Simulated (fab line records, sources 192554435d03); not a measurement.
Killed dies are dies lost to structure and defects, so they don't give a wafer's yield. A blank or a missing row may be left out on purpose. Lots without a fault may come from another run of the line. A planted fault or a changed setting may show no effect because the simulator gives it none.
A struck lot beside a sound one | flow n5_finfet | 38 steps out of a route of 1938
Sound: wafers L339.4, L339.5, L339.6. Struck: wafers L326.2, L326.5, L326.6. The cause comes at the end.
At each step with rows: each side's tool, then ch and its chambers, then its first start. Under that, the readings that differ: sound wafers | struck wafers | difference of the means | sigmas: that difference in standard deviations of wafers without a fault.
alike: readings whose means differ by less than 2 such deviations, and words and numbers that are the same on both sides. not compared: withheld readings, readings that some wafer has no value for, bounds like >300 that may hide the same value, and numbers for which the record gives no deviation and whose values overlap.
The two part at a step that has a row with sigmas, a row that says differs or no value, or rows on one side only. Numbers that don't overlap but have no deviation are shown without sigmas and don't part them. A reading that every wafer of one side lacks parts them only if that side has two wafers or more.

first, 12 steps without rows for these wafers: N5_SD_EPI_P_STRIP_38 (strips in N2/H2); N5_SD_EPI_P_ETCHBACK_46 (etches SiNx in CH3F/O2, stops on SiO2, target depth 17.5 nm); N5_SD_EPI_P_ETCH_47 (etches SiOCN in CH3F/O2, target depth 25 nm); N5_SD_EPI_P_ETCH_16 (etches SiO2 in CHF3/O2, target depth 5 nm); N5_SD_EPI_P_STRIP_50 (strips in CHF3/O2); N5_SD_EPI_P_SD_RECESS_17 (chemistry HBr/Cl2/O2, target depth 39.1 nm, bt time 3 s); N5_SD_EPI_P_WET_ETCH_45 (etches SiO2 in dHF, time 10.7 s, target depth 2 nm, rinse time 30 s); N5_SD_EPI_P_STRIP_40 (strips in N2/H2); N5_SD_EPI_P_PRECLEAN_52 (cleans in O3/DIW, time 60 s); N5_SD_EPI_P_SRD_20 (time 30 s); N5_SD_EPI_P_PRECLEAN_51 (cleans in NF3:NH3, afs cycles 1, time 20 s, sublimation time 60 s); N5_SD_EPI_P_VAPOR_ETCH_44 (etches SiGe30 in NF3/Ar, time 3.3 s).
N5_SD_EPI_P_EPI_21: deposits SiGe:B, time 355 s.
  sound on epi_rpcvd-03 ch 0, day 8 20:28; struck on epi_rpcvd-03 ch 0, day 5 08:01
  reading                                     | sound          | struck     | difference | sigmas
  model.SiGe-B_of_SD_EPI_P_EPI_21.thk_nm (nm) | 60.6 60.4 61.4 | 56 56.6 56 | -5         |
  alike: chamber_pressure_Torr
N5_SD_EPI_P_EPI_MEAS_23:
  sound on film_metro-02, day 8 21:35; struck on film_metro-02, day 5 09:53
  reading     | sound          | struck         | difference | sigmas
  thk_nm (nm) | 60.2 60.2 61.7 | 58.1 56.9 56.9 | -3.4       | -3
then, 8 steps without rows for these wafers: N5_SD_EPI_P_HM_STRIP_48 (strips SiNx in H3PO4, material SiNx, target depth 3 nm); N5_SD_EPI_P_SRD_49 (time 30 s); N5_SD_EPI_P_PRECLEAN_24 (cleans in O3/DIW, time 45 s); N5_SD_EPI_P_PRECLEAN_32 (cleans in dHF, time 10 s); N5_SD_EPI_P_PRECLEAN_33 (cleans in SC2, time 45 s); N5_SD_EPI_P_SRD_25 (time 30 s); N5_SD_ACTIVATION_RTA_00 (time 0 s); N5_SD_ACTIVATION_LSA_01 (time 0.0008 s).
N5_SD_ACTIVATION_RS_MEAS_03: measures by four-point-probe.
  sound on film_metro-02, day 8 22:14; struck on film_metro-02, day 5 10:34
  reading          | sound          | struck         | difference | sigmas
  RS_SD_P (ohm/sq) | 56.8 56.8 56.7 | 61.2 61.2 61.4 | +4.5       | +4
  alike: RS_SD_N
then, 12 steps without rows for these wafers: N5_ILD0_LINER_00 (material SiNx, target thk 4 nm, pulse time 1 s, purge time 2 s); N5_ILD0_FCVD_FILL_01 (material SiO2 flowable, target thk 200 nm, time 328.3 s); N5_ILD0_CURE_02 (time 1800 s); N5_ILD0_CMP_03 (polishes, stops on SiNx, t overpolish 1.9 s, target thk 197.38 nm); N5_ILD0_CMP_07 (polishes SiO2 flowable, stops on poly-Si, t overpolish 1.18 s, target thk 138.88 nm); N5_ILD0_PRECLEAN_10 (cleans in NF3:NH3, afs cycles 5, time 20 s, sublimation time 60 s); N5_ILD0_ALD_15 (deposits SiNx, target thk 24 nm, pulse time 1 s, ald cycles 480); N5_ILD0_CMP_12 (polishes SiNx, stops on poly-Si, t overpolish 6 s, target thk 17.67 nm); N5_SDB_HM_DEP_00 (deposits SiNx from SiH4/NH3/N2, target thk 40 nm, time 35.3 s); N5_SDB_COAT_03 (time 60 s, resist thk 100 nm); N5_SDB_COAT_04 (time 60 s, resist thk 18 nm); N5_SDB_COAT_05 (resist thk 90 nm).
N5_MOL_CONTACT_COAG_ETCH_110: etches Si in CF4/O2, target depth 2.5 nm, time 8 s.
  sound on rie_diel-01 ch 0,1,2, day 10 03:57; struck on rie_diel-06 ch 1,2,3, day 6 16:17
  reading                                     | sound          | struck       | difference | sigmas
  model.SiGe-B_of_SD_EPI_P_EPI_21.thk_nm (nm) | 57.8 57.4 58.6 | 53.4 53.8 53 | -4.5       |
  alike: chamber_pressure_mTorr, drypump_motor_current_A, mfc_ar_sccm, oes_f_703_au, oes_product_au, rf_vpp_V, showerhead_plenum_p_Torr, throttle_valve_pct
  not compared: rf_hours_counter_h
-- the record jumps here: 4 days lie between the struck wafers' starts before and after (it left off in module MOL_CONTACT_COAG and takes up again in module BEOL_M4, whose first step shown is number 1111 of the route) --
N5_BEOL_M4_RC_MEAS_101:
  sound on prober-02 ch 0, day 14 05:05; struck on prober-02 ch 0, day 10 14:57
  reading          | sound          | struck         | difference | sigmas
  RS_SD_P (ohm/sq) | 66.9 67.4 66.3 | 72.5 71.5 72.5 | +5.3       | +5
  alike: DIBL_N, DIBL_P, IOFF_N, IOFF_P, ION_N, ION_P, SS_N, SS_P, VT_N, VT_P
then, 1 step without rows for these wafers: N5_PASSIVATION_PROBE_49.

WHERE THEY PART
First at N5_SD_EPI_P_EPI_MEAS_23; last, within this record, at N5_BEOL_M4_RC_MEAS_101.

WHY: what the simulator had put in
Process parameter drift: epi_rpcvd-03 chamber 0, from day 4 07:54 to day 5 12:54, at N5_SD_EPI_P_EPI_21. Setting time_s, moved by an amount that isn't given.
